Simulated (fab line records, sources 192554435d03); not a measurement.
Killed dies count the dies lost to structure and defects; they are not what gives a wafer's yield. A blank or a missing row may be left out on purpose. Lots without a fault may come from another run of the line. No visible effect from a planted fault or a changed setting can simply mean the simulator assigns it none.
Split-lot experiment -- flow n5 finfet -- 7 lots, 21 wafers read, on a route of 1938 steps

## SPLIT DETAILS
At N5_BEOL_M14_ILD_DEP_00 (deposits SiO2 from TEOS/O2, target thk 1119.3 nm, time 237.4 s), the setting time s was moved away from the recipe's 237.4 s on 6 of the 21 wafers read, by -13.8% to +6.8%. This setting was run at the recipe's value on the other wafers.

Split to reading: the file shows no intervening step.

## THE READING
M14_ILD_THK at N5_BEOL_M14_THK_MEAS_01, in nm. On this fab line, fault-free wafers typically give 1121 nm with a standard deviation of 14 nm.

wafer,"tool, chamber at the split","time s as run, s",against the recipe,"M14_ILD_THK, nm",against lot-mates on the recipe
L080.1,"pecvd-02, 1",237.4,recipe,1093,-
L080.5,"pecvd-02, 1",211.4,-11.0%,1003,-98
L080.6,"pecvd-02, 0",237.4,recipe,1108,-
L078.3,"pecvd-02, 2",237.4,recipe,1124,-
L078.4,"pecvd-02, 1",247.3,+4.2%,1177,+53
L078.6,"pecvd-02, 0",247.3,+4.2%,1170,+46
L085.1,"pecvd-04, 2",237.4,recipe,1111,-
L085.4,"pecvd-04, 2",237.4,recipe,1132,-
L085.5,"pecvd-04, 2",237.4,recipe,1127,-
L086.3,"pecvd-03, 0",237.4,recipe,1108,-
L086.5,"pecvd-03, 2",237.4,recipe,1119,-
L086.6,"pecvd-03, 0",237.4,recipe,1109,-
L091.2,"pecvd-03, 1",253.5,+6.8%,1196,+74
L091.3,"pecvd-03, 2",237.4,recipe,1118,-
L091.5,"pecvd-03, 1",237.4,recipe,1126,-
L095.3,"pecvd-02, 2",237.4,recipe,1134,-
L095.4,"pecvd-02, 2",237.4,recipe,1153,-
L095.6,"pecvd-02, 0",237.4,recipe,1124,-
L094.3,"pecvd-04, 2",237.4,recipe,1104,-
L094.5,"pecvd-04, 1",204.6,-13.8%,974,-130
L094.6,"pecvd-04, 2",204.6,-13.8%,964,-140

THE FIT
A straight line over all 21 wafers: M14_ILD_THK changes by +11 nm for each +1% of time s; r = +0.98; the points scatter about the line by 13 nm.
The same after taking each lot's own level away (the mean of its wafers on the recipe; 21 wafers): +9.88 nm for each +1%; r = +0.99; scatter 8 nm.
The reading moves by 1.4e+02 nm for the largest change in time s, on that fit.
The span of the lots' own levels, 1100.5 to 1137.0 nm, comes to 2.6 times the standard deviation stated above.
So the slope is not independent of the lot-to-lot level: the two fits are not the same.
Check: for one of the wafers moved furthest among these (-13.8%), held out of the fit, the line's prediction against its lot-mates is -137 nm. It came out at -130 nm against them.

## THESE WAFERS: OTHER SPLITS
These wafers also went through other splits before the reading. Each is held against what the fit with the lots' levels taken away leaves over:
other split on the same wafers,wafers away from the commonest value,r with M14_ILD_THK (lot level and that fit taken away)
N5_BEOL_M12_EXPOSE_07 dose mj,6,+0.14
N5_BEOL_M13_DEP_53 time s,10,+0.26

## THE WHOLE CHAIN: every reading that the file lists as answering this split, in the file's order
step,what it does,reading,change (the file's fit),r (the file's)
N5_BEOL_M14_ILD_DEP_00,"deposits SiO2 from TEOS/O2, target thk 1119.3 nm, time 237.4 s","SiO2_of_BEOL_M14_ILD_DEP_00.thk nm (the simulator's own value, which no gauge read)",+9.75 nm for each +1% of the setting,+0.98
N5_BEOL_M14_THK_MEAS_01,,M14_ILD_THK,+9.74 for each +1% of the setting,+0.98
N5_BEOL_M14_VIA_ETCH_16,"etches SiO2 in C4F8/O2/Ar, target depth 1231.3 nm","etch.depth nm (the simulator's own value, which no gauge read)",+9.74 nm for each +1% of the setting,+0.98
N5_BEOL_M14_VIA_ETCH_16,"etches SiO2 in C4F8/O2/Ar, target depth 1231.3 nm","coat_of_BEOL_M14_COAT_04.thk nm (the simulator's own value, which no gauge read)",-2.46 nm for each +1% of the setting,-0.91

## FILE'S OWN FIT
M14_ILD_THK changes by +9.74 nm for each +1% of time s, r = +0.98.
